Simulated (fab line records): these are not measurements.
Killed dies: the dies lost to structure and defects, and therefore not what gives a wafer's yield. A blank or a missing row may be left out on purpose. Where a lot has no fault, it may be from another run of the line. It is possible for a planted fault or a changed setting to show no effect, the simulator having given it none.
The same fault as seen by 3 desks || flow n5Finfet || only its own numbers are on each desk; what lay behind them is given at the end

== AT THE METROLOGY DESK ==
What the gauges read for every lot (on any tool): the sampled wafers with a number, averaged. Any lot whose mean is over 4 standard deviations away from the usual mean is out of limits and marked OUT; that distance is given in the brackets. It has 10 readings; the 7 that lie furthest out on some lot are the ones shown.
Columns: A = DIBL_N at N5_BEOL_M4_RC_MEAS_101, usual 35.8 mV/V; B = DIBL_P at N5_BEOL_M4_RC_MEAS_101, usual 35.9 mV/V; C = IOFF_N at N5_BEOL_M4_RC_MEAS_101, usual 0.16 nA/um; D = IOFF_P at N5_BEOL_M4_RC_MEAS_101, usual 0.21 nA/um; E = ION_N at N5_BEOL_M4_RC_MEAS_101, usual 672 uA/um; F = SS_N at N5_BEOL_M4_RC_MEAS_101, usual 71.4 mV/dec; G = VT_N at N5_BEOL_M4_RC_MEAS_101, usual 250 mV
{"lot": "L979", "first seen here": "day 7 22:05", "A": 34.6, "B": 34.4, "C": 0.13, "D": 0.19, "E": 671, "F": 71.2, "G": 253}
{"lot": "L980", "first seen here": "day 8 15:35", "A": 34.9, "B": 34.1, "C": 0.15, "D": 0.21, "E": 667, "F": 71.1, "G": 252}
{"lot": "L984", "first seen here": "day 9 17:04", "A": 36.7, "B": 36.7, "C": 0.16, "D": 0.22, "E": 675, "F": 71.8, "G": 250}
{"lot": "L989", "first seen here": "day 11 11:31", "A": 34.9, "B": 34.5, "C": 0.13, "D": 0.19, "E": 659, "F": 70.9, "G": 253}
{"lot": "L998", "first seen here": "day 12 23:47", "A": 34.1, "B": 33.7, "C": 0.13, "D": 0.16, "E": 664, "F": 70.7, "G": 254}
Result from this desk: across the 5 lots, nothing is out of limits.

== TOOL OWNER'S DESK, rieDiel-01 ==
The tool's own readings at N5_GATE_CUT_ETCH_58 (etches SiNx in CH3F/O2, target depth 17 nm, time 128.6 s): means of the sampled wafers that have a number, for each lot that ran on this tool. Any lot whose mean is over 4 standard deviations away from the usual mean is out of limits and marked OUT; that distance is given in the brackets.
Columns: A = drypumpMotorCurrentA at N5_GATE_CUT_ETCH_58, usual 5.8 A; B = mfcArSccm at N5_GATE_CUT_ETCH_58, usual 150.0 sccm; C = oesProductAu at N5_GATE_CUT_ETCH_58, usual 0.80 a.u.; D = rfFwdPowerW at N5_GATE_CUT_ETCH_58, usual 413.7 W; E = rfVppV at N5_GATE_CUT_ETCH_58, usual 98.9 V; F = showerheadPlenumPTorr at N5_GATE_CUT_ETCH_58, usual 1.97 Torr; G = throttleValvePct at N5_GATE_CUT_ETCH_58, usual 16.39 %
{"lot": "L980", "first seen here": "day 5 03:05", "A": 6.1, "B": 149.5, "C": 0.68, "D": 413.8, "E": 98.6, "F": 1.97, "G": 16.64}
{"lot": "L998", "first seen here": "day 9 15:25", "A": 6.3, "B": 150.3, "C": 0.87, "D": "447.4 (+24) OUT", "E": 96.3, "F": 1.97, "G": 16.26}
Finding of this desk: L998 out of limits; the first was L998 at day 9 15:25, on rfFwdPowerW at N5_GATE_CUT_ETCH_58. Within limits: L980.

== THE DEFECT DESK ==
Counts from the inspections along the route, per lot, as means over the sampled wafers that have a number. Any lot whose mean is over 4 standard deviations away from the usual mean is out of limits and marked OUT; that distance is given in the brackets.
Columns: A = rawDefectCount at N5_HKMG_FIN_INSPECT_28, usual 44
{"lot": "L979", "first seen here": "day 4 18:41", "A": 57}
{"lot": "L980", "first seen here": "day 5 02:46", "A": 53}
{"lot": "L984", "first seen here": "day 6 04:52", "A": 32}
{"lot": "L989", "first seen here": "day 7 09:29", "A": 48}
{"lot": "L998", "first seen here": "day 9 15:00", "A": 43}
Result from this desk: across the 5 lots, nothing is out of limits.

== PUT TOGETHER ==
At day 9 15:25, on L998, the tool owner's desk was in a position to raise an alarm.
Nothing out of limits was seen by the metrology desk.
The defect desk saw nothing out of limits.
The metrology desk holds a record of L998, inside its limits.
The defect desk has L998 on record, within its limits.
N5_GATE_CUT_ETCH_58 was run on rieDiel-01 by each of the lots named.

== WHAT THE SIMULATOR HAD INSERTED ==
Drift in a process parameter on rieDiel-01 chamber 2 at N5_GATE_CUT_ETCH_58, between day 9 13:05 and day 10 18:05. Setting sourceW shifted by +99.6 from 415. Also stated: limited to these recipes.
Struck lots among those shown: L998.
Time in hours from fault onset to the first out-of-limits reading at each desk: the tool owner's desk, 2.
